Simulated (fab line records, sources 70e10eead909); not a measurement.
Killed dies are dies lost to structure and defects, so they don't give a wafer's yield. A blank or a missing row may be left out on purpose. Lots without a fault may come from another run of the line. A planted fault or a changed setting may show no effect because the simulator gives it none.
Chamber matching | flow nand_harc | NHARC_A_BONDPAD_ETCH_34 on rie_diel-11: 4 sister chambers
The step etches the open film in N2/H2, target depth 60 nm, overetch 18 nm, time 65.91 s. 8 wafers are shown with their chamber, then 7 later ones without.

WAFERS WITH THEIR CHAMBER
wafer  | chamber | drypump_motor_current_A (A) | oes_product_au (a.u.)
L801.4 | 2       | 6.6                         | 1.019
L804.4 | 2       | 6.6                         | 1.016
L804.5 | 0       | 5.4                         | 0.998
L803.3 | 0       | 5.4                         | 1.005
L803.4 | 1       | 5.2                         | 0.996
L811.2 | 3       | 5.9                         | 1.021
L811.4 | 1       | 5.1                         | 0.979
L812.1 | 3       | 5.9                         | 1.022

WAFERS WITHOUT THEIR CHAMBER
wafer  | drypump_motor_current_A (A) | oes_product_au (a.u.)
L812.6 | 5.1                         | 0.978
L818.1 | 5.4                         | 0.994
L818.2 | 5.9                         | 1.023
L818.5 | 5.1                         | 0.981
L819.2 | 5.1                         | 0.983
L819.4 | 6.6                         | 0.977
L819.6 | 5.9                         | 1.024

WHICH CHAMBER EACH WENT THROUGH
wafer  | from the rows above | in truth
L812.6 | 1                   | 1
L818.1 | 0                   | 0
L818.2 | 3                   | 3
L818.5 | 1                   | 1
L819.2 | 1                   | 1
L819.4 | 2                   | 2
L819.6 | 3                   | 3
Placed correctly: 7 of 7. Can't be placed from these rows: 0. Placed wrongly: 0.
How it was worked out, from the rows above alone: a wafer's distance from a chamber is the root of the sum, over the readings, of the square of ((its reading less the chamber's mean) divided by the reading's scatter). The wafer belongs to the nearest chamber; if the next one is less than 2 further off, it can't be placed. A chamber's mean is the mean of its shown wafers. The scatter: the root of (the sum of the squares of (reading less its chamber's mean) over the shown wafers, divided by (wafers less chambers)).
